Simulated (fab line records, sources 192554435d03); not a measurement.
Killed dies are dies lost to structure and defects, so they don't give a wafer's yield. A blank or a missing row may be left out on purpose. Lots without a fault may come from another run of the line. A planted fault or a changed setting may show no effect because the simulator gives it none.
fab line records | flow n5_finfet
record lots=10 wafers=30 last_day=19
route steps=1938 shown MOL_CONTACT_COAG@532 BEOL_M4@1087 BEOL_M5@1114
lots that met no fault: from a run of the same line without faults
start_h: hours from the record's first day to the start of the lot's first wafer shown | wait_h: hours since the lot's step before | " the same as in the row above | L1.1+2: a row that stands for several wafers | - no value, or no start given | * or withheld: withheld | < > ~ a bound
route shown NAME@n: a module of which the file shows steps, and the number in the route of the first | usual: mean/standard deviation of fault-free wafers | same: alike in all rows | chamber/n: place in a boat | sites: the reading at each site | _std_site: their standard deviation | _edge_site: outer sites' mean less inner sites' | radius_mm: how far each site lies from the wafer's centre | mask NAME#n: copy n | behind: the tool/chamber that last shaped the wafer | hold: why the lot was held/for how many hours/how that ended | device: the transistor (n, p or np) that didn't switch | end of line: the same wafers' tests at the end of the route | a step without rows: its recipe alone | killed: dies lost to structure and defects at the first sort, not the wafer's yield | map: a wafer's dies, x killed, . not, _ none there
set.NAME: the setting as run; set.NAME@STEP: as run at that earlier step | model.NAME: the simulator's own value behind a step, which no gauge read
steps of the route over a sample of lots; a table a step, a row a wafer
services: from which hour (start_h, from the record's first day; less than 0 if before it) a tool's chamber was out of use, for how many hours, and why
## steps
# step N5_MOL_CONTACT_COAG_ETCH_106
# recipe chemistry=N2/H2 target=SOC target_depth_a=800 overetch_a=160 mask_material=SiARC temp_c=40 time_s=120 ion_energy_ev=200 pressure_mtorr=30 source_w=840 bias_w=150 n2_flow_sccm=200 h2_flow_sccm=200
# usual drypump_motor_current_A=5.8/0.53 oes_product_au=0.71/0.07 rf_vpp_V=525.3/2.5 showerhead_plenum_p_Torr=2.59/0.085 throttle_valve_pct=17.79/0.21
# columns lot.wafer tool chamber start_h wait_h drypump_motor_current_A oes_product_au rf_hours_counter_h rf_vpp_V showerhead_plenum_p_Torr throttle_valve_pct
L134.2 rie_diel-03 0 93.59 0.0 6.4 0.63 233 527.8 2.61 17.87
L134.4 " 3 " " 6.2 0.70 - 522.2 2.55 17.79
L134.6 " 0 " " 6.4 0.64 - 525.7 2.61 17.85
L135.1 rie_diel-05 3 99.70 0.0 6.4 0.67 161 525.3 2.64 17.86
L135.2 " 1 " " 4.9 0.83 20 522.8 2.48 17.41
L135.5 " 2 " " 5.9 0.65 - 525.7 2.63 17.59
L137.2 rie_diel-05 2 113.05 0.0 5.9 0.65 205 525.9 2.62 17.57
L137.3 " 3 " " 6.4 0.66 167 525.9 2.63 17.87
L137.5 " 2 " " 5.9 0.65 - 527.2 2.62 17.58
L138.1 rie_diel-03 1 119.19 0.0 6.7 0.69 151 527.8 2.65 17.45
L138.2 " 3 " " 6.1 0.70 131 525.0 2.55 17.80
L138.4 " 2 " " 5.8 0.84 5 528.5 2.72 17.99
L139.3 rie_diel-02 0 126.73 0.0 6.2 0.66 165 527.4 2.64 17.79
L139.5 " 0 " " 6.2 0.66 - 527.2 2.64 17.78
L139.6 " 1 " " 5.0 0.83 - 523.3 2.50 17.78
L140.2 rie_diel-05 3 130.46 0.0 6.4 0.66 172 525.1 2.63 17.88
L140.3 " 0 " " 5.7 0.69 113 527.2 2.68 18.06
L140.5 " 1 " " 4.9 0.81 - 522.4 2.48 17.41
L141.1 rie_diel-05 1 136.39 0.0 4.9 0.80 32 522.8 2.48 17.42
L141.3 " 2 " " 6.0 0.64 212 525.6 2.62 17.60
L141.4 " 3 " " 6.4 0.66 174 525.9 2.63 17.87
L148.2 rie_diel-05 2 178.93 0.0 5.9 0.63 226 526.4 2.62 17.64
L148.3 " 1 " " 4.9 0.78 47 521.8 2.47 17.46
L148.4 " 3 " " 6.4 0.65 188 525.9 2.62 17.92
L152.2 rie_diel-03 2 202.94 0.0 5.8 0.77 39 527.8 2.71 18.05
L152.4 " 0 " " 6.4 0.82 12 525.9 2.60 17.51
L152.6 " 0 " " 6.4 0.82 - 527.0 2.60 17.53
L155.1 rie_diel-02 0 223.43 0.0 6.2 0.64 197 526.1 2.63 17.84
L155.3 " 2 " " 6.1 0.85 5 529.0 2.71 17.70
L155.4 " 1 " " 5.0 0.77 52 520.7 2.49 17.83
# step N5_BEOL_M4_ANNEAL_80
# recipe temp_c=400 time_s=240 ambient=vacuum
# usual heater_power_w=805/43
# columns lot.wafer tool chamber start_h wait_h heater_power_w
L134.2 pvd_sputter-02 - 199.59 0.0 786
L134.4 " - " " 894
L134.6 " - " " 845
L137.2 pvd_sputter-01 - 219.20 0.0 780
L137.3 " - " " 858
L137.5 " - " " 851
L135.1 pvd_sputter-02 - 219.44 0.0 801
L135.2 " - " " 854
L135.5 " - " " 794
L138.1 pvd_sputter-01 - 221.08 0.0 844
L138.2 " - " " 844
L138.4 " - " " 708
L139.3 pvd_sputter-01 - 226.55 0.0 765
L139.5 " - " " 708
L139.6 " - " " 770
L140.2 pvd_sputter-02 - 231.80 0.0 798
L140.3 " - " " 788
L140.5 " - " " 799
L141.1 pvd_sputter-01 - 239.40 0.0 817
L141.3 " - " " 791
L141.4 " - " " 834
L148.2 pvd_sputter-02 - 277.56 0.0 808
L148.3 " - " " 780
L148.4 " - " " 863
L152.2 pvd_sputter-03 - 308.40 0.0 844
L152.4 " - " " 807
L152.6 " - " " 814
L155.1 pvd_sputter-01 - 325.09 0.0 713
L155.3 " - " " 758
L155.4 " - " " 839
# step N5_BEOL_M4_SPUTTER_86
# recipe material=Cu target_thk_a=45 temp_c=-20 chamber_pressure_pa=0.07 power_w=withheld time_s=8.29
# usual throttle_valve_pct=30.3/0.88
# columns lot.wafer tool chamber start_h wait_h throttle_valve_pct
L134.2 pvd_sputter-02 - 199.95 0.1 29.4
L134.4 " - " " 29.9
L134.6 " - " " 30.1
L137.2 pvd_sputter-01 - 219.56 0.1 30.5
L137.3 " - " " 30.0
L137.5 " - " " 31.0
L135.1 pvd_sputter-02 - 219.80 0.1 30.1
L135.2 " - " " 30.0
L135.5 " - " " 29.6
L138.1 pvd_sputter-01 - 221.44 0.1 30.0
L138.2 " - " " 31.1
L138.4 " - " " 30.0
L139.3 pvd_sputter-01 - 226.91 0.1 30.4
L139.5 " - " " 30.1
L139.6 " - " " 30.7
L140.2 pvd_sputter-02 - 232.16 0.1 30.0
L140.3 " - " " 29.1
L140.5 " - " " 28.8
L141.1 pvd_sputter-01 - 239.76 0.1 30.1
L141.3 " - " " 30.5
L141.4 " - " " 31.0
L148.2 pvd_sputter-02 - 277.92 0.1 29.0
L148.3 " - " " 29.7
L148.4 " - " " 29.9
L152.2 pvd_sputter-03 - 308.76 0.1 29.8
L152.4 " - " " 32.1
L152.6 " - " " 29.4
L155.1 pvd_sputter-01 - 325.45 0.1 30.3
L155.3 " - " " 30.8
L155.4 " - " " 30.3
# step N5_BEOL_M4_RC_MEAS_101
# usual DIBL_N=36.4/1.4 DIBL_P=36.4/1.5 IOFF_N=0.156/0.022 IOFF_P=0.210/0.023 ION_N=675/9.1 ION_P=463/5.7 RC_DENSE_N=18.9/0.39 SS_N=71.6/0.45 SS_P=73.3/0.56 VT_N=250/3.1 VT_P=-250.3/2.3
# columns lot.wafer tool chamber start_h wait_h DIBL_N[mV/V] DIBL_P[mV/V] IOFF_N[nA/um] IOFF_P[nA/um] ION_N[uA/um] ION_P[uA/um] RC_DENSE_N[ohm.um] SS_N[mV/dec] SS_P[mV/dec] VT_N[mV] VT_P[mV]
L134.2 prober-01 0 202.31 0.2 36.4 38.4 0.172 0.220 680 464 18.3 71.4 73.1 248 -247.6
L134.4 " 0 " " 34.4 36.0 0.147 0.183 676 466 18.4 71.8 73.3 251 -254.1
L134.6 " 0 " " 35.7 37.3 0.159 0.201 680 463 18.5 71.4 73.2 252 -251.3
L137.2 prober-01 0 221.91 0.2 34.3 35.6 0.126 0.196 674 469 19.6 70.8 72.6 250 -251.6
L137.3 " 0 " " 34.1 34.4 0.120 0.192 677 472 18.9 71.4 72.4 254 -249.2
L137.5 " 0 " " 35.5 36.1 0.141 0.218 673 472 19.3 71.5 73.1 248 -245.6
L135.1 prober-02 0 222.00 0.0 34.5 34.8 0.139 0.180 663 453 18.2 71.0 72.3 252 -248.9
L135.2 " 0 " " 35.7 36.9 0.163 0.217 672 459 18.5 71.0 73.5 248 -248.0
L135.5 " 0 " " 35.5 37.1 0.166 0.213 678 462 18.6 71.6 73.3 248 -248.4
L138.1 prober-01 0 223.88 0.0 33.9 35.1 0.142 0.200 676 467 18.7 71.2 72.2 248 -251.3
L138.2 " 0 " " 35.9 38.1 0.189 0.241 688 465 19.3 72.3 73.4 245 -246.9
L138.4 " 0 " " 34.0 34.8 0.141 0.192 663 462 19.0 70.7 72.0 251 -251.6
L139.3 prober-02 0 229.45 0.3 37.7 35.4 0.175 0.232 686 474 18.0 71.6 74.0 249 -249.3
L139.5 " 0 " " 38.0 35.8 0.183 0.243 683 466 18.3 71.3 73.6 248 -246.3
L139.6 " 0 " " 36.7 34.6 0.151 0.211 681 470 18.4 70.9 73.6 250 -248.6
L140.2 prober-02 0 234.52 0.2 37.4 37.3 0.160 0.195 667 455 19.1 71.1 73.6 248 -254.0
L140.3 " 0 " " 37.6 37.7 0.155 0.200 667 455 19.2 71.7 73.8 253 -252.8
L140.5 " 0 " " 37.8 37.5 0.163 0.206 670 464 19.4 71.4 73.9 249 -251.3
L141.1 prober-01 0 241.96 0.0 36.7 39.1 0.176 0.239 683 470 19.3 72.3 74.5 245 -248.6
L141.3 " 0 " " 38.2 40.0 0.215 0.259 691 466 19.4 71.8 73.4 243 -246.6
L141.4 " 0 " " 35.7 37.9 0.169 0.216 676 460 19.2 71.2 73.3 245 -248.6
L148.2 prober-01 0 280.29 0.2 36.2 33.8 0.155 0.191 680 457 17.6 71.6 72.4 248 -249.8
L148.3 " 0 " " 37.6 36.6 0.175 0.228 684 468 19.9 71.5 73.7 249 -247.9
L148.4 " 0 " " 37.3 36.0 0.173 0.223 687 465 19.2 71.4 73.1 248 -247.1
L152.2 prober-02 0 311.12 0.2 34.7 36.0 0.134 0.192 678 465 18.6 71.1 72.3 252 -251.0
L152.4 " 0 " " 34.6 35.4 0.130 0.187 661 459 18.8 71.7 72.1 251 -251.1
L152.6 " 0 " " 33.9 34.7 0.116 0.168 665 456 18.7 71.0 72.4 254 -252.2
L155.1 prober-02 0 327.70 0.0 37.2 38.6 0.187 0.259 685 477 18.9 72.3 73.5 246 -249.3
L155.3 " 0 " " 36.8 37.0 0.166 0.228 671 465 19.0 72.1 74.1 248 -249.0
L155.4 " 0 " " 35.9 35.9 0.152 0.212 675 467 19.0 71.6 73.8 249 -250.1
# step N5_BEOL_M5_THK_MEAS_01
# recipe reads=SiCOH_lowk_of_BEOL_M5_ILD_DEP_00
# usual M5_ILD_THK=121.5/1.6
# columns lot.wafer tool chamber start_h wait_h M5_ILD_THK[nm]
L134.2 film_metro-02 - 204.19 0.7 121.2
L134.4 " - " " 123.5
L134.6 " - " " 121.6
L137.2 film_metro-01 - 223.30 0.4 118.5
L137.3 " - " " 119.3
L137.5 " - " " 122.9
L135.1 film_metro-01 - 223.54 0.4 122.3
L135.2 " - " " 119.3
L135.5 " - " " 122.9
L138.1 film_metro-01 - 225.41 0.4 121.8
L138.2 " - " " 121.2
L138.4 " - " " 123.0
L139.3 film_metro-02 - 230.70 0.3 120.8
L139.5 " - " " 120.1
L139.6 " - " " 121.6
L140.2 film_metro-01 - 235.91 0.4 120.7
L140.3 " - " " 119.8
L140.5 " - " " 121.4
L141.1 film_metro-02 - 243.98 0.8 120.3
L141.3 " - " " 118.8
L141.4 " - " " 124.0
L148.2 film_metro-01 - 282.36 0.7 122.3
L148.3 " - " " 118.3
L148.4 " - " " 123.8
L152.2 film_metro-01 - 312.50 0.4 119.6
L152.4 " - " " 123.7
L152.6 " - " " 120.9
L155.1 film_metro-01 - 329.71 0.8 120.4
L155.3 " - " " 119.2
L155.4 " - " " 122.0
## services
# columns tool chamber start_h hours kind
rie_diel-03 2 82.90 - clean
rie_diel-03 2 82.90 - consumable_replace:focus_ring
rie_diel-03 2 82.90 - consumable_replace:showerhead
rie_diel-03 2 82.90 22.0 scheduled_down
rie_diel-03 2 82.90 22.0 vent_cycle
rie_diel-03 - 99.11 2.8 pm
rie_diel-02 3 127.94 2.0 repair
rie_diel-03 0 136.43 - clean
rie_diel-03 0 136.43 - consumable_replace:focus_ring
rie_diel-03 0 136.43 34.1 scheduled_down
pvd_sputter-01 - 139.40 1.8 repair
pvd_sputter-02 - 186.11 7.3 repair
rie_diel-05 3 191.40 1.4 repair
rie_diel-03 1 222.81 2.7 repair
rie_diel-02 0 236.29 1.6 repair
rie_diel-05 2 248.47 1.5 repair
rie_diel-05 2 250.18 - clean
rie_diel-05 2 250.18 - consumable_replace:focus_ring
rie_diel-05 2 250.18 13.4 scheduled_down
rie_diel-05 2 250.18 13.4 vent_cycle
rie_diel-03 0 253.76 5.9 repair
rie_diel-05 1 276.26 3.2 repair
pvd_sputter-01 - 283.92 0.7 repair
rie_diel-05 - 322.76 14.6 pm
## key
first_sign step=N5_BEOL_M4_RC_MEAS_101 reading=RC_DENSE_N direction=down sigmas=3.5 usual=18.9 struck=17.6
effect none on later readings
met_at N5_MOL_CONTACT_COAG_ETCH_106
struck_lots L148
struck_wafers L148.2
not_acting_at N5_BEOL_M4_ANNEAL_80,N5_BEOL_M4_SPUTTER_86,N5_BEOL_M5_THK_MEAS_01
onset_between 136.39 178.93
fault kind=process_parameter_drift tool=rie_diel-05 chamber=- onset_h=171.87 steps=N5_MOL_CONTACT_COAG_ETCH_106 channel=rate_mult offset=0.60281 shape=step end_h=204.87 scope=struck_wafers_only
